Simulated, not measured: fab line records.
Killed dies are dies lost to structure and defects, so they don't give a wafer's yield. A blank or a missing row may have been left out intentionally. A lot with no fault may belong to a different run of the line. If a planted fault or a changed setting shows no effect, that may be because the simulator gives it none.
Split-lot study -- flow n5 finfet -- 7 lots, 21 wafers read, on a route of 1938 steps

== THE SPLIT ==
At N5_BEOL_M14_EXPOSE_25 (exposes mask M14, target cd 280 nm), the setting dose mj was moved away from the recipe's 26.6 on 5 of the 21 wafers read, by -4.5% to +4.8%. For the rest of the wafers, this setting stayed at what the recipe calls for.

== FROM THE SPLIT TO THE READING: what the file shows between them, 3 steps ==
- N5_BEOL_M14_PEB_26: peb time 90 s
- N5_BEOL_M14_DEVELOP_27: develop time 45 s
- N5_BEOL_M14_HARDBAKE_32: time 120 s

== THE READING ==
cd nm at N5_BEOL_M14_CD_MEAS_28, given in nm (cd target 284.4 nm). Typical for fault-free wafers on this fab line: 284.5 nm, with standard deviation 1.3 nm.

wafer,"tool, chamber at the split",dose mj as run,against the recipe,"cd nm, nm",against lot-mates on the recipe
L076.1,"krf scanner-02, 0",26.6,recipe,283.8,-
L076.3,"krf scanner-02, 0",26.6,recipe,283.9,-
L076.5,"krf scanner-02, 0",26.6,recipe,284.5,-
L086.1,"krf scanner-01, 0",27.88,+4.8%,293.2,+10.1
L086.2,"krf scanner-01, 0",26.6,recipe,283.1,-
L086.3,"krf scanner-01, 0",27.88,+4.8%,292.5,+9.4
L085.3,"krf scanner-02, 0",26.6,recipe,284.8,-
L085.4,"krf scanner-02, 0",26.6,recipe,284.7,-
L085.6,"krf scanner-02, 0",25.41,-4.5%,276.8,-7.9
L090.3,"krf scanner-02, 0",25.51,-4.1%,277.4,-7.4
L090.4,"krf scanner-02, 0",25.51,-4.1%,277.3,-7.5
L090.5,"krf scanner-02, 0",26.6,recipe,284.8,-
L092.2,"krf scanner-01, 0",26.6,recipe,285.1,-
L092.3,"krf scanner-01, 0",26.6,recipe,284.5,-
L092.6,"krf scanner-01, 0",26.6,recipe,284.1,-
L095.4,"krf scanner-01, 0",26.6,recipe,286.3,-
L095.5,"krf scanner-01, 0",26.6,recipe,283.7,-
L095.6,"krf scanner-01, 0",26.6,recipe,285.2,-
L097.1,"krf scanner-02, 0",26.6,recipe,286.3,-
L097.4,"krf scanner-02, 0",26.6,recipe,287.5,-
L097.5,"krf scanner-02, 0",26.6,recipe,285.8,-

FIT RESULTS
A straight line over all 21 wafers: cd nm changes by +1.74 nm for each +1% of dose mj; r = +0.97; the points scatter about the line by 1 nm.
The same after taking each lot's own level away (the mean of its wafers on the recipe; 21 wafers): +1.91 nm for each +1%; r = +0.99; scatter 0.61 nm.
On that fit, the largest move of dose mj shifts the reading by 9.2 nm.
From 283.10 to 286.53 nm: that is the span of the lots' own levels, equal to 2.6 times the standard deviation above.
The two slopes agree, so the slope changes little with the lot-to-lot level.
Check: +8.98 nm against its lot-mates is what the line predicts for one of the wafers moved furthest among these (+4.8%) when that wafer is left out of the fit. Against them it came out at +10.1 nm.

== OTHER SPLITS ON THESE WAFERS ==
Note: prior to the reading, these wafers also went through further splits. Each is held against what the fit with the lots' levels taken away leaves over:
other split on the same wafers,wafers away from the commonest value,r with cd nm (lot level and that fit taken away)
N5_BEOL_M11_COAT_22 spin rpm,6,+0.01
N5_BEOL_M12_COAT_22 spin rpm,5,+0.08
N5_BEOL_M12_ETCH_67 source w,6,+0.11
N5_BEOL_M13_DEP_53 time s,6,-0.03
N5_BEOL_M14_PEB_08 peb time s,7,+0.22

== THE WHOLE CHAIN: every reading that the file lists as answering this split, in the file's order ==
step,what it does,reading,change (the file's fit),r (the file's)
N5_BEOL_M14_CD_MEAS_28,target cd 284.4 nm,cd nm,+1.89 nm for each +1% of the setting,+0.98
N5_BEOL_M14_DESCUM_33,"chemistry O2, time 7.9 s","BEOL_M14.cd nm (the simulator's own value, which no gauge read)",+1.82 nm for each +1% of the setting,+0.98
N5_BEOL_M14_ETCH_68,"etches SOC in N2/H2, time 450 s","BEOL_M14.cd nm (the simulator's own value, which no gauge read)",+1.94 nm for each +1% of the setting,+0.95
N5_BEOL_M14_TRENCH_ETCH_34,"etches SiO2 in C4F8/O2/Ar, target depth 556.65 nm, time 126.9 s","BEOL_M14.cd nm (the simulator's own value, which no gauge read)",+1.97 nm for each +1% of the setting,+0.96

== FILE'S OWN FIT ==
cd nm changes by +1.89 nm for each +1% of dose mj, r = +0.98.
